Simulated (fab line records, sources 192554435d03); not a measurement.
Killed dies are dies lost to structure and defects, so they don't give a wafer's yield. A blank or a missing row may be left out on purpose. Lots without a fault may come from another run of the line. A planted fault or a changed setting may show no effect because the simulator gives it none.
A struck lot beside a sound one | flow n5_finfet | 38 steps out of a route of 1938
Sound: wafers L243.1, L243.4, L243.5. Struck: wafer L246.3. (L246.2, L246.5 of the same lot were not struck and are left out.) The cause comes at the end.
At each step with rows: each side's tool, then ch and its chambers, then its first start. Under that, the readings that differ: sound wafers | struck wafers | difference of the means | sigmas: that difference in standard deviations of wafers without a fault.
alike: readings whose means differ by less than 2 such deviations, and words and numbers that are the same on both sides. not compared: withheld readings, readings that some wafer has no value for, bounds like >300 that may hide the same value, and numbers for which the record gives no deviation and whose values overlap.
The two part at a step that has a row with sigmas, a row that says differs or no value, or rows on one side only. Numbers that don't overlap but have no deviation are shown without sigmas and don't part them. A reading that every wafer of one side lacks parts them only if that side has two wafers or more.

first, 11 steps without rows for these wafers: N5_FIN_SAQP_SPACER1_ETCHBACK_25 (etches SiO2 in CHF3/O2, target depth 24.4 nm, time 12.2 s); N5_FIN_SAQP_MANDREL1_REMOVE_56 (chemistry HBr/Cl2/O2, target a-Si, stops on SiNx, bt time 10 s); N5_FIN_SAQP_ETCH_57 (etches SiNx in CH3F/O2, target depth 32.5 nm, time 46.4 s); N5_FIN_SAQP_ETCH_65 (etches SiO2 in CF4, target depth 4 nm, time 4.4 s); N5_FIN_SAQP_MANDREL_ETCH_58 (etches a-Si in HBr/Cl2, stops on SiNx, target depth 45 nm, bt time 10 s, time 27 s); N5_FIN_SAQP_RECESS_63 (chemistry HF/NH3, target SiO2, target depth 18 nm, afs cycles 3, sublimation time 60 s); N5_FIN_SAQP_COAT_68 (time 60 s, resist thk 100 nm); N5_FIN_SAQP_ETCH_69 (etches SOC in N2/H2, stops on SiNx, target depth 150 nm); N5_FIN_SAQP_ETCH_67 (etches SiNx in CH3F/O2, target depth 30 nm); N5_FIN_SAQP_STRIP_70 (strips in N2/H2); N5_FIN_SAQP_RECESS_71 (chemistry HF/NH3, target SiO2, target depth 3 nm, afs cycles 1, sublimation time 60 s).
N5_FIN_SAQP_SPACER2_ALD_28: deposits SiO2, target thk 8.1 nm, pulse time 1 s, purge time 2 s.
  sound on ald_sin-02 ch 1,2,3, day 4 14:04; struck on ald_sin-02 ch 3, day 5 09:14
  reading                                           | sound     | struck | difference | sigmas
  model.SiO2_of_FIN_SAQP_SPACER2_ALD_28.thk_nm (nm) | 8 8.2 8.2 | 13.8   | +5.7       |
  alike: heater_power_w, precursor_pulse_height_rel
then, 1 step without rows for these wafers: N5_FIN_SAQP_SPACER2_ETCHBACK_29 (etches SiO2 in CHF3/O2, target depth 12.2 nm, time 6.1 s).
N5_FIN_SAQP_MANDREL2_REMOVE_60: chemistry HBr/Cl2/O2, target a-Si, stops on SiNx, bt time 10 s.
  sound on rie_si-04 ch 0,1, day 4 14:29; struck on rie_si-04 ch 3, day 5 09:55
  reading                   | sound   | struck | difference | sigmas
  model.FIN_SAQP.cd_nm (nm) | 8.2 8 8 | 13.8   | +5.7       |
  alike: drypump_motor_current_A, oes_product_au, throttle_valve_pct
  not compared: rf_hours_counter_h
N5_FIN_SAQP_CD_MEAS_31: target cd 8 nm.
  sound on cd_sem-01 ch 0, day 4 14:35; struck on cd_sem-02 ch 0, day 5 10:02
  reading    | sound          | struck | difference | sigmas
  cd_nm (nm) | 8.14 7.96 8.20 | 13.85  | +5.75      | +26
then, 3 steps without rows for these wafers: N5_FIN_SAQP_HM_OPEN_33 (chemistry CH3F/O2, target SiNx, target depth 49.4 nm, time 70.6 s); N5_FIN_SAQP_ETCH_34 (etches SiO2 in C4F6/O2, target depth 45 nm, time 15 s); N5_FIN_SAQP_STRIP_77 (strips in N2/H2, time 90 s).
N5_FIN_SAQP_HM_CD_35: target cd 8 nm.
  sound on cd_sem-03, day 4 14:51; struck on cd_sem-02, day 5 10:22
  reading    | sound          | struck | difference | sigmas
  cd_nm (nm) | 9.19 7.79 7.81 | 13.74  | +5.48      | +20
then, 1 step without rows for these wafers: N5_FIN_SAQP_ETCH_64 (etches SiO2 in CF4, target depth 1.5 nm).
N5_FIN_SAQP_FIN_ETCH_36: etches the open film in HBr/Cl2/O2, target depth 120 nm, time 50.4 s.
  sound on rie_si-04 ch 1,3, day 4 14:55; struck on rie_si-01 ch 0, day 5 10:26
  reading                   | sound     | struck | difference | sigmas
  model.FIN_SAQP.cd_nm (nm) | 8.6 8 8.2 | 14     | +6         |
  alike: drypump_motor_current_A, oes_product_au, throttle_valve_pct
  not compared: rf_hours_counter_h
N5_FIN_SAQP_CD_MEAS_37: target cd 8 nm.
  sound on cd_sem-01, day 4 15:02; struck on cd_sem-03, day 5 10:34
  reading    | sound          | struck | difference | sigmas
  cd_nm (nm) | 8.40 7.83 8.05 | 13.70  | +5.61      | +21
then, 14 steps without rows for these wafers: N5_FIN_SAQP_PRECLEAN_38 (cleans in O3/DIW, time 45 s); N5_FIN_SAQP_PRECLEAN_45 (cleans in dHF, time 10 s); N5_FIN_SAQP_SRD_39 (time 30 s); N5_FIN_CUT_COAT_18 (time 60 s, resist thk 230 nm); N5_FIN_CUT_COAT_19 (time 60 s, resist thk 20 nm); N5_FIN_CUT_COAT_29 (time 60 s, resist thk 10 nm); N5_FIN_CUT_COAT_02 (resist thk 30 nm); N5_FIN_CUT_EBR_04; N5_FIN_CUT_SOFTBAKE_03 (time 60 s); N5_FIN_CUT_EXPOSE_05 (exposes mask FIN CUT); N5_FIN_CUT_PEB_06 (peb time 60 s); N5_FIN_CUT_DEVELOP_07 (develop time 30 s); N5_FIN_CUT_DESCUM_13 (chemistry O2, time 7 s); N5_FIN_CUT_ETCH_30 (etches underlayer in N2/H2, target depth 13 nm, time 10.4 s).
N5_STI_FIN_REVEAL_CD_MEAS_22: target cd 6.238 nm, pitch 28 nm.
  sound on cd_sem-02, day 5 01:36; struck on cd_sem-02, day 5 20:38
  reading    | sound       | struck | difference | sigmas
  cd_nm (nm) | 6.6 6.0 6.2 | 11.8   | +5.5       | +18
-- the record jumps here: 10 days lie between the struck wafers' starts before and after (it left off in module STI_FIN_REVEAL and takes up again in module PASSIVATION, whose first step shown is number 1936 of the route) --
N5_PASSIVATION_PROBE_49:
  the record has rows for the struck wafers here (prober-02, day 15 09:58) and none for the sound ones

WHERE THEY PART
First at N5_FIN_SAQP_CD_MEAS_31; last, within this record, at N5_PASSIVATION_PROBE_49.

WHY: what the simulator had put in
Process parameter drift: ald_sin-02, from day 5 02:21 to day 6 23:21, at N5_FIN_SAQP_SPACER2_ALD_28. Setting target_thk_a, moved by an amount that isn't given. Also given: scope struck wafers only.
